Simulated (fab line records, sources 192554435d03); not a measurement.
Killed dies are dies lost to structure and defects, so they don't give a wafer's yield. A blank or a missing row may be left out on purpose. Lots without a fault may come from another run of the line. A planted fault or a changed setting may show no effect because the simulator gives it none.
Which tool did it? | flow n5_finfet | 9 lots, 27 wafers sampled, at 5 steps of a route of 1938

WHAT THE GAUGES READ, wafer by wafer
N5_BEOL_M4_RC_MEAS_101.
lot  | measured     | on        | IOFF_P_LONG (nA/um)
L438 | day 8 08:42  | prober-01 | 0.0001 0.000101 0.000102
L440 | day 8 20:08  | prober-01 | 0.000103 9.9e-05 0.000107
L443 | day 10 00:17 | prober-02 | 0.020276 0.020492 0.020315
L444 | day 10 17:09 | prober-01 | 0.017596 0.017368 0.017314
L445 | day 10 17:23 | prober-02 | 0.021628 0.021676 0.02139
L450 | day 12 04:12 | prober-01 | 0.00011 0.000111 0.000111
L451 | day 12 09:59 | prober-02 | 0.0001 0.000106 0.000106
L452 | day 12 01:39 | prober-01 | 0.000115 0.000117 0.000115
L453 | day 12 16:52 | prober-01 | 9.2e-05 8.9e-05 9e-05

WHICH TOOL RAN EACH LOT (tool, then ch and the chambers of the sampled wafers, then the start)
lot  | N5_SDB_STRIP_21                   | N5_SDB_ETCH_25                    | N5_HKMG_FIN_ALD_74              | N5_HKMG_FIN_ALD_75
L438 | rie_diel-04 ch 0,2,3, day 4 07:53 | rie_diel-02 ch 2,3, day 4 08:32   | ald_hk-02 ch 2,3, day 4 12:50   | ald_hk-02 ch 2,3, day 4 12:55
L440 | rie_diel-01 ch 2,3, day 4 13:29   | rie_diel-01 ch 2,3, day 4 13:48   | ald_hk-01 ch 2,3, day 4 18:31   | ald_hk-01 ch 2,3, day 4 18:35
L443 | rie_diel-02 ch 0,2,3, day 5 11:11 | rie_diel-04 ch 0,3, day 5 11:30   | ald_hk-01 ch 1,2, day 5 17:04   | ald_hk-01 ch 1,2, day 5 17:08
L444 | rie_diel-01 ch 0,3, day 5 15:42   | rie_diel-04 ch 0,3, day 5 16:04   | ald_hk-01 ch 1,2,3, day 5 20:22 | ald_hk-01 ch 1,2,3, day 5 20:27
L445 | rie_diel-02 ch 1,2,3, day 5 16:55 | rie_diel-01 ch 0,1,2, day 5 17:23 | ald_hk-02 ch 2,3, day 5 21:41   | ald_hk-02 ch 2,3, day 5 21:46
L450 | rie_diel-01 ch 0,1,3, day 7 03:37 | rie_diel-01 ch 1,2,3, day 7 03:56 | ald_hk-02 ch 1,2,3, day 7 08:50 | ald_hk-02 ch 1,2,3, day 7 08:55
L451 | rie_diel-02 ch 1,3, day 7 06:59   | rie_diel-01 ch 0,1,3, day 7 07:49 | ald_hk-01 ch 1,3, day 7 12:15   | ald_hk-01 ch 1,3, day 7 12:19
L452 | rie_diel-04 ch 0,1, day 7 12:55   | rie_diel-01 ch 0,1,2, day 7 13:25 | ald_hk-01 ch 1,3, day 7 17:49   | ald_hk-01 ch 1,3, day 7 17:53
L453 | rie_diel-02 ch 1,2,3, day 7 18:25 | rie_diel-02 ch 0,1,3, day 7 18:58 | ald_hk-01 ch 0,2,3, day 8 00:59 | ald_hk-01 ch 0,2,3, day 8 01:03
- N5_SDB_STRIP_21: strips in CF4.
- N5_SDB_ETCH_25: etches SiO2 in C4F6/O2, target depth 10 nm, time 3.3 s.
- N5_HKMG_FIN_ALD_74: deposits La2O3, target thk 0.5 nm, pulse time 6 s, co reactant pulse time 1 s.
- N5_HKMG_FIN_ALD_75: deposits Al2O3, target thk 1 nm, co reactant pulse time 1 s.

THE ANSWER, worked out from the rows above alone
Rule: what is usual is taken from the lots themselves. Put in order of their means at a reading, lots are off if they are a third of the lots or fewer, leave a main group of 4 or more, and stand apart from it by a gap of 3 or more times the standard deviation of the main group's means; of several such gaps the widest counts. A main group whose means are all the same, to the digits that the tables above print for the reading, isn't used. A lot without any number at a reading at which 4 lots or more have one is off too. The other lots that the step has rows for count as sound.
Off: L443, L444, L445, at N5_BEOL_M4_RC_MEAS_101 (IOFF_P_LONG). The main group: mean 0.000104 nA/um, standard deviation 7.9e-06.
A tool fits if, at a process step before that reading, it ran every lot that is off, and no sound lot after the first of them. The gauges at N5_BEOL_M4_RC_MEAS_101 are tried like those tools. None of those tried fits.

WHAT THE SIMULATOR HAD PUT IN
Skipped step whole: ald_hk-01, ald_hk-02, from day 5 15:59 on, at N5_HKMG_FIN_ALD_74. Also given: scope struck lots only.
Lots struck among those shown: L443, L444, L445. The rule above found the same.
